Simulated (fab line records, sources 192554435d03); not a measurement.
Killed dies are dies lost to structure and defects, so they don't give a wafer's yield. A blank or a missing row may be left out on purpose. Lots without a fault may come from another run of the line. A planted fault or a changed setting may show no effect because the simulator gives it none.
Split-lot experiment | flow n5_finfet | 7 lots, 21 wafers read, on a route of 1938 steps

THE SPLIT
At N5_PASSIVATION_AL_DEP_21 (deposits Al, target thk 2800 nm, time 170 s), the setting time_s was moved away from the recipe's 170 s on 5 of the 21 wafers read, by -11.3% to +10.1%. The other wafers ran this setting at the recipe's value.

The reading is taken at the split's own step.

THE READING
Al_of_PASSIVATION_AL_DEP_21.thk_nm (the simulator's own value, which no gauge read), in nm, at N5_PASSIVATION_AL_DEP_21 (deposits Al, target thk 2800 nm, time 170 s). The file gives no usual value for it. The 16 wafers here that ran the recipe average 2801 nm, standard deviation 28 nm.

wafer  | tool, chamber at the split | time_s as run, s | against the recipe | Al_of_PASSIVATION_AL_DEP_21.thk_nm, nm | against lot-mates on the recipe
L074.1 | pvd_sputter-02, -          | 183.8            | +8.1%              | 3012                                   | +222
L074.4 | pvd_sputter-02, -          | 183.8            | +8.1%              | 3031                                   | +241
L074.6 | pvd_sputter-02, -          | 170              | recipe             | 2790                                   | -
L078.1 | pvd_sputter-02, -          | 170              | recipe             | 2767                                   | -
L078.2 | pvd_sputter-02, -          | 170              | recipe             | 2774                                   | -
L078.6 | pvd_sputter-02, -          | 170              | recipe             | 2832                                   | -
L079.1 | pvd_sputter-02, -          | 170              | recipe             | 2850                                   | -
L079.2 | pvd_sputter-02, -          | 170              | recipe             | 2786                                   | -
L079.6 | pvd_sputter-02, -          | 170              | recipe             | 2801                                   | -
L085.1 | pvd_sputter-01, -          | 170              | recipe             | 2796                                   | -
L085.3 | pvd_sputter-01, -          | 150.8            | -11.3%             | 2504                                   | -292
L085.5 | pvd_sputter-01, -          | 170              | recipe             | 2795                                   | -
L094.4 | pvd_sputter-03, -          | 187.1            | +10.1%             | 3061                                   | +296
L094.5 | pvd_sputter-03, -          | 187.1            | +10.1%             | 3067                                   | +302
L094.6 | pvd_sputter-03, -          | 170              | recipe             | 2765                                   | -
L093.1 | pvd_sputter-02, -          | 170              | recipe             | 2815                                   | -
L093.4 | pvd_sputter-02, -          | 170              | recipe             | 2772                                   | -
L093.6 | pvd_sputter-02, -          | 170              | recipe             | 2771                                   | -
L095.1 | pvd_sputter-03, -          | 170              | recipe             | 2839                                   | -
L095.2 | pvd_sputter-03, -          | 170              | recipe             | 2838                                   | -
L095.6 | pvd_sputter-03, -          | 170              | recipe             | 2825                                   | -

THE FIT
A straight line over all 21 wafers: Al_of_PASSIVATION_AL_DEP_21.thk_nm changes by +26.5 nm for each +1% of time_s; r = +0.98; the points scatter about the line by 26 nm.
The same after taking each lot's own level away (the mean of its wafers on the recipe; 21 wafers): +28.1 nm for each +1%; r = +0.99; scatter 20 nm.
On that fit, the largest move of time_s shifts the reading by 3.2e+02 nm.
The lots' own levels span 2765.0 to 2834.0 nm, that is 2.5 times the standard deviation above.
So the lot-to-lot level changes the slope little: the two slopes agree.
Check: with one of the wafers moved furthest among these (-11.3%) left out of the fit, the line predicts -331 nm for it against its lot-mates. It came out at -292 nm against them.

OTHER SPLITS ON THESE WAFERS
These wafers also went through other splits before the reading. Each is held against what the fit with the lots' levels taken away leaves over:
other split on the same wafers     | wafers away from the commonest value | r with Al_of_PASSIVATION_AL_DEP_21.thk_nm (lot level and that fit taken away)
N5_BEOL_M15_ETCH_61 time_s         | 6                                    | +0.03
N5_BEOL_M15_SPUTTER_44 power_w     | 5                                    | -0.15
N5_MIM_TOP_LITHO_EXPOSE_05 dose_mj | 7                                    | +0.04

THE FILE'S OWN FIT
Al_of_PASSIVATION_AL_DEP_21.thk_nm changes by +27.8 nm for each +1% of time_s, r = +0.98.
